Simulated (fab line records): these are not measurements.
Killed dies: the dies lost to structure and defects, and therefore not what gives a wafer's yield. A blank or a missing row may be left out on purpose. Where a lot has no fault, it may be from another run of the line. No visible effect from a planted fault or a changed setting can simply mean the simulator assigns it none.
Code-filled problem report in 8D (eight disciplines) form    flow nand harc    the parts of the form that need people (team, actions taken, sign-off) are left out

1. PROBLEM STATEMENT
At NHARC_END_SORT_01, killed at array averages 672 over 3 wafers from 2 lots, while fault-free wafers read 55, standard deviation 15. That is +41 standard deviations from the usual mean.
The first sign was on wafer L528.3 at day 29 07:11, on prober-02. The record holds 6 wafers of 2 lots with a number at this step. Rule for "out", or "out of limits": more than 4 standard deviations from the usual mean. All remaining wafers that have a number are taken as sound.

2. WHAT IT IS, AND WHAT IT ISN'T
question                     is                            is not
which readings at this step  killed at array, killed dies  killed at other, killed at periphery, killed open, killed short
which lots                   L527, L528                    -
which wafers of those lots   L527.6, L528.3, L528.6        L527.1, L527.2, L528.2
read on which gauges         prober-01, prober-02          -
when                         from day 29 07:11             up to then (3 sound wafers)

3. SUSPECTS, AND WHAT RULES EACH OUT
Counting: if a tool at a process step up to the reading ran every lot that is out, it stays a suspect. Sound lots after the first of them don't rule it out here, since some wafers of a struck lot are sound.
- ruled out: the gauge at NHARC_END_SORT_01. 2 gauges (prober-01, prober-02) read the wafers that are out.
- rie diel-07 at NHARC_A_STAIRCASE_TRIM_12 (chemistry O2, time 211.2 s): kept. It ran every lot that is out, first L527 (day 20 03:31).
- rie diel-07 at NHARC_A_STAIRCASE_TRIM_14 (chemistry O2, time 211.2 s): kept. It ran every lot that is out, first L527 (day 20 03:53). Its own run length s readings are out on those wafers.
Remaining after the count are rie diel-07 at NHARC_A_STAIRCASE_TRIM_12 and rie diel-07 at NHARC_A_STAIRCASE_TRIM_14.

4. THE CAUSE (what the simulator had put in)
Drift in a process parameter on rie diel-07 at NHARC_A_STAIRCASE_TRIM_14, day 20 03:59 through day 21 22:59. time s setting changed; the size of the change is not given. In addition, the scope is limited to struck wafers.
This tool is one of the 2 suspects left after counting.

5. SEQUENCE OF EFFECTS, ordered by route
Each row: a reading where the mean over the struck wafers with a number is more than 3 standard deviations away from the usual. Readings are gone through only where the record gives a usual standard deviation; hours: the median, over the lots, of the time from a lot's start at the first step in this table giving one to that lot's start at this step; sigmas: the change measured in usual standard deviations.
hours  step                       reading          usual    on struck wafers  change  sigmas
0      NHARC_A_STAIRCASE_TRIM_14  run length s     232.8 s  161.3             -71.5   -99 or more
220    NHARC_END_SORT_01          killed at array  55       672               +617    +41
220    NHARC_END_SORT_01          killed dies      59       677               +618    +41
It contains these process steps:
- NHARC_A_STAIRCASE_TRIM_14: chemistry O2, time 211.2 s.

6. WHAT WOULD HAVE CAUGHT IT SOONER
The first out-of-limits reading at a measuring or inspecting step in this record came at day 29 07:11, 219 hours after the fault's start at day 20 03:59.
Tool's own readings at NHARC_A_STAIRCASE_TRIM_14, run length s: out on all struck wafers the step has rows for; an alarm limit on them would have tripped on the first.
The start of NHARC_A_STAIRCASE_TRIM_14 on rie diel-07 came by day 29 07:11 for every one of the lots that are out (2). None of them would have been spared by holding the tool at that moment.
